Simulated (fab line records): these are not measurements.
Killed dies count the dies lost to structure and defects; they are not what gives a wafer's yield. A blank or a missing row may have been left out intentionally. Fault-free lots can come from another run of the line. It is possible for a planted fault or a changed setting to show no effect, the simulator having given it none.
Matching of chambers    flow n5-finfet    N5_DUMMY_GATE_ETCH_36 on rie-diel-01 has 4 sister chambers
The step etches SiARC in CF4, target depth 13 nm. 14 wafers are shown with their chamber, then 7 later ones without.

== WAFERS, EACH WITH ITS CHAMBER ==
wafer   chamber  showerhead-plenum-p-Torr (Torr)  throttle-valve-pct (%)  drypump-motor-current-A (A)
L080.2  2        2.12                             16.03                   5.4
L080.5  2        2.12                             16.04                   5.4
L080.6  1        2.14                             15.57                   5.5
L081.2  2        2.12                             16.03                   5.4
L081.4  3        2.06                             15.40                   5.6
L081.5  0        2.18                             15.48                   5.3
L082.1  1        2.14                             15.57                   5.5
L082.3  3        2.06                             15.37                   5.7
L082.5  0        2.18                             15.47                   5.3
L089.2  3        2.05                             15.43                   5.6
L089.3  2        2.12                             16.05                   5.4
L089.5  1        2.14                             15.59                   5.5
L091.1  2        2.11                             16.07                   5.4
L091.2  3        2.05                             15.42                   5.7

SIGNATURES (averages over the wafers above)
reading                   chamber 0  chamber 1  chamber 2  chamber 3  scatter within a chamber
showerhead-plenum-p-Torr  2.1800     2.1400     2.1180     2.0550     0.00424
throttle-valve-pct        15.4750    15.5767    16.0440    15.4050    0.0188
drypump-motor-current-A   5.300      5.500      5.400      5.650      0.0316
Rule: distance of a wafer from a chamber = root of the sum over the readings of ((wafer's reading minus chamber's mean) / reading's scatter) squared. The wafer belongs to the nearest chamber; if the next one is less than 2 further off, it can't be placed. How the scatter is found: for the shown wafers, subtract from each reading the mean of its chamber, square and add these, divide the total by (wafers less chambers), then take the root.

== WAFERS WHOSE CHAMBER IS MISSING ==
wafer   showerhead-plenum-p-Torr (Torr)  throttle-valve-pct (%)  drypump-motor-current-A (A)
L091.3  2.17                             15.52                   5.3
L093.2  2.05                             15.44                   5.7
L093.3  2.11                             16.08                   5.4
L093.4  2.13                             15.60                   5.5
L095.2  2.17                             15.55                   5.3
L095.3  2.11                             16.06                   5.4
L095.4  2.05                             15.43                   5.7

== WHICH CHAMBER EACH WENT THROUGH ==
wafer   from the rows above  in truth
L091.3  0                    0
L093.2  3                    3
L093.3  2                    2
L093.4  1                    1
L095.2  0                    0
L095.3  2                    2
L095.4  3                    3
7 of 7 placed correctly. From these rows, 0 cannot be placed. Placed wrongly: 0.
